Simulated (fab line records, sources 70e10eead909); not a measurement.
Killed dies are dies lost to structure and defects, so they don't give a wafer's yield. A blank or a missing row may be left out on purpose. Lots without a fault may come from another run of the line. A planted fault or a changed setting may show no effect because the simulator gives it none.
Which tool did it? | flow nand_harc | 13 lots, 39 wafers sampled, at 5 steps of a route of 1159

WHAT THE GAUGES READ, wafer by wafer
NHARC_END_SORT_01. Usual: killed_at_array 28, standard deviation 11; killed_at_other 0.8, standard deviation 1.3; killed_at_periphery 3.6, standard deviation 2.5; killed_dies 32, standard deviation 11; killed_open 3.0, standard deviation 1.8; killed_short 2.0, standard deviation 1.5.
lot  | measured     | on        | killed_at_array | killed_at_other | killed_at_periphery | killed_dies | killed_open | killed_short | flag
L578 | day 22 21:02 | prober-02 | 10 29 22        | 0 0 1           | 44 91 47            | 54 120 70   | 2 5 2       | 1 3 1        | OFF
L580 | day 23 03:11 | prober-01 | 34 27 25        | 0 0 0           | 49 43 91            | 83 70 116   | 4 6 3       | 3 0 4        | OFF

WHICH TOOL RAN EACH LOT (tool, then ch and the chambers of the sampled wafers, then the start)
lot  | NHARC_P_CONTACT_STRIP_37           | NHARC_A_M1_ETCH_35                 | NHARC_THIN_TSV_ETCHBACK_48         | NHARC_THIN_TSV_ANNEAL_52
L566 | rie_diel-06 ch 1,3, day 5 22:44    | rie_diel-08 ch 0,3, day 18 02:10   | rie_diel-09 ch 0,2,3, day 19 23:38 | rtp_anneal-02 ch 0, day 20 01:19
L567 | rie_diel-13 ch 1,3, day 6 05:58    | rie_diel-12 ch 0,1, day 18 02:46   | rie_diel-09 ch 2,3, day 20 01:35   | rtp_anneal-02 ch 0, day 20 03:24
L568 | rie_diel-13 ch 0,1,2, day 6 06:30  | rie_diel-08 ch 2,3, day 18 01:20   | rie_diel-09 ch 0,1,2, day 19 22:12 | rtp_anneal-01 ch 0, day 20 00:02
L570 | rie_diel-10 ch 0,3, day 7 03:23    | rie_diel-08 ch 0,1, day 19 08:27   | rie_diel-13 ch 0,2, day 20 07:09   | rtp_anneal-02 ch 0, day 20 08:56
L569 | rie_diel-13 ch 1,2, day 7 05:44    | rie_diel-04 ch 0,2,3, day 18 19:55 | rie_diel-09 ch 0,2,3, day 20 02:41 | rtp_anneal-02 ch 0, day 20 04:26
L573 | rie_diel-10 ch 2,3, day 7 13:34    | rie_diel-04 ch 0,2,3, day 19 13:40 | rie_diel-13 ch 1,2, day 20 15:32   | rtp_anneal-02 ch 0, day 20 17:24
L577 | rie_diel-06 ch 0,2,3, day 8 19:14  | rie_diel-08 ch 1,2,3, day 20 16:58 | rie_diel-09 ch 0,1,3, day 21 16:58 | rtp_anneal-01 ch 0, day 21 19:05
L578 | rie_diel-13 ch 0,2,3, day 9 04:47  | rie_diel-04 ch 0,3, day 21 06:49   | rie_diel-13 ch 0,3, day 22 04:54   | rtp_anneal-02 ch 0, day 22 06:40
L579 | rie_diel-10 ch 2,3, day 9 08:08    | rie_diel-04 ch 0,1,3, day 21 21:08 | rie_diel-09 ch 1,3, day 22 23:29   | rtp_anneal-01 ch 0, day 23 01:10
L580 | rie_diel-13 ch 0,2,3, day 9 13:17  | rie_diel-12 ch 0,1,3, day 21 15:28 | rie_diel-13 ch 0,2,3, day 22 14:22 | rtp_anneal-02 ch 0, day 22 16:04
L581 | rie_diel-10 ch 0,1, day 9 21:17    | rie_diel-12 ch 0,3, day 21 18:04   | rie_diel-09 ch 0,3, day 22 15:38   | rtp_anneal-02 ch 0, day 22 17:22
L585 | rie_diel-10 ch 0,2,3, day 10 21:38 | rie_diel-08 ch 0,1,2, day 23 14:08 | rie_diel-13 ch 0,1,2, day 24 13:11 | rtp_anneal-02 ch 0, day 24 14:57
L586 | rie_diel-10 ch 1,2,3, day 11 03:07 | rie_diel-04 ch 0,3, day 23 02:54   | rie_diel-05 ch 0,1,3, day 24 03:14 | rtp_anneal-02 ch 0, day 24 05:11
- NHARC_P_CONTACT_STRIP_37: strips in C4F8/O2/Ar.
- NHARC_A_M1_ETCH_35: etches the open film in N2/H2, target depth 40 nm, overetch 12 nm, time 43.94 s.
- NHARC_THIN_TSV_ETCHBACK_48: etches the open film in C4F8/Ar, target depth 1028.5 nm, time 405.17 s.
- NHARC_THIN_TSV_ANNEAL_52: time 90 s.

WHAT THE TOOLS THEMSELVES READ (means of the sampled wafers that have a number; where no wafer has one, the mark that the record gives instead)
NHARC_A_M1_ETCH_35. Usual: bias_w 150.0 W, standard deviation 0.45; drypump_motor_current_A 5.7 A, standard deviation 0.52; oes_product_au 1.002 a.u., standard deviation 0.0071; rf_vpp_V 430.2 V, standard deviation 2.2; showerhead_plenum_p_Torr 2.03 Torr, standard deviation 0.078; throttle_valve_pct 14.172 %, standard deviation 0.009.
lot  | tool        | bias_w (W) | drypump_motor_current_A (A) | oes_product_au (a.u.) | rf_vpp_V (V) | showerhead_plenum_p_Torr (Torr) | throttle_valve_pct (%) | flag
L566 | rie_diel-08 | 150.4      | 5.5                         | 0.995                 | 433.7        | 2.14                            | 14.168                 |
L567 | rie_diel-12 | 150.1      | 5.9                         | 1.007                 | 429.8        | 2.02                            | 14.176                 |
L568 | rie_diel-08 | 149.9      | 5.5                         | 1.009                 | 431.4        | 2.07                            | 14.178                 |
L570 | rie_diel-08 | 150.3      | 5.2                         | 0.997                 | 432.9        | 2.14                            | 14.171                 |
L569 | rie_diel-04 | 150.3      | 5.4                         | 0.994                 | 429.3        | 1.98                            | 14.175                 |
L573 | rie_diel-04 | 149.8      | 5.4                         | 1.003                 | 429.5        | 1.98                            | 14.181                 |
L577 | rie_diel-08 | 149.9      | 5.5                         | 1.005                 | 432.1        | 2.08                            | 14.172                 |
L578 | rie_diel-04 | 150.0      | 5.5                         | 0.999                 | 430.5        | 2.02                            | 14.167                 |
L579 | rie_diel-04 | 150.2      | 5.9                         | 1.012                 | 428.9        | 1.98                            | 14.174                 |
L580 | rie_diel-12 | 150.4      | 5.9                         | 1.001                 | 429.6        | 2.00                            | 14.171                 |
L581 | rie_diel-12 | 149.8      | 6.1                         | 1.001                 | 429.6        | 2.03                            | 14.182                 |
L585 | rie_diel-08 | 150.0      | 5.2                         | 0.999                 | 432.5        | 2.10                            | 14.183                 |
L586 | rie_diel-04 | 150.1      | 5.5                         | 0.992                 | 429.7        | 2.02                            | 14.169                 |

NHARC_THIN_TSV_ETCHBACK_48. Usual: bias_w 300.0 W, standard deviation 0.96; oes_product_au 0.96 a.u., standard deviation 0.033; rf_vpp_V 547 V, standard deviation 3.6.
lot  | tool        | bias_w (W) | oes_product_au (a.u.) | rf_vpp_V (V) | flag
L566 | rie_diel-09 | 300.0      | 1.00                  | 547          |
L567 | rie_diel-09 | 300.2      | 1.01                  | 549          |
L568 | rie_diel-09 | 300.1      | 0.98                  | 545          |
L570 | rie_diel-13 | 300.1      | 1.00                  | 547          |
L569 | rie_diel-09 | 300.3      | 1.01                  | 549          |
L573 | rie_diel-13 | 300.2      | 0.96                  | 550          |
L577 | rie_diel-09 | 300.0      | 1.00                  | 548          |
L578 | rie_diel-13 | 299.6      | 1.00                  | 549          |
L579 | rie_diel-09 | 298.9      | 0.93                  | 546          |
L580 | rie_diel-13 | 300.4      | 0.93                  | 548          |
L581 | rie_diel-09 | 300.0      | 0.93                  | 550          |
L585 | rie_diel-13 | 300.0      | 0.97                  | 548          |
L586 | rie_diel-05 | 299.9      | 0.93                  | 545          |

NHARC_THIN_TSV_ANNEAL_52. Usual: wafer_temp_C_max 226.36, standard deviation 0.29.
lot  | tool          | wafer_temp_C_max | flag
L566 | rtp_anneal-02 | 226.70           |
L567 | rtp_anneal-02 | 226.48           |
L568 | rtp_anneal-01 | 226.06           |
L570 | rtp_anneal-02 | 226.29           |
L569 | rtp_anneal-02 | 226.51           |
L573 | rtp_anneal-02 | 226.19           |
L577 | rtp_anneal-01 | 226.39           |
L578 | rtp_anneal-02 | 226.73           |
L579 | rtp_anneal-01 | 226.05           |
L580 | rtp_anneal-02 | 226.44           |
L581 | rtp_anneal-02 | 226.36           |
L585 | rtp_anneal-02 | 226.34           |
L586 | rtp_anneal-02 | 226.65           |

THE ANSWER, worked out from the rows above alone
Rule: a lot is off if the mean of its wafers that have a number lies more than 3 standard deviations from the usual mean. A lot without any number at a reading at which 4 lots or more have one is off too. The other lots that the step has rows for count as sound. The gauges are gone through in route order, then the tools' own readings, and for those a lot's mean is taken as printed above. The first step at which some lot is off is used, and at that step the reading that is off furthest; a lot without a number counts as furthest.
Off: L578, L580, at NHARC_END_SORT_01 (killed_at_periphery). Neither off nor sound, because the step has no rows for them: L566, L567, L568, L570, L569, L573, L577, L579, L581, L585, L586.
A tool fits if, at a process step before that reading, it ran every lot that is off, and no sound lot after the first of them. The gauges at NHARC_END_SORT_01 are tried like those tools. Can't be told from this: 2 tools fit, rie_diel-13 at NHARC_P_CONTACT_STRIP_37 and NHARC_THIN_TSV_ETCHBACK_48, rtp_anneal-02 at NHARC_THIN_TSV_ANNEAL_52.

WHAT THE SIMULATOR HAD PUT IN
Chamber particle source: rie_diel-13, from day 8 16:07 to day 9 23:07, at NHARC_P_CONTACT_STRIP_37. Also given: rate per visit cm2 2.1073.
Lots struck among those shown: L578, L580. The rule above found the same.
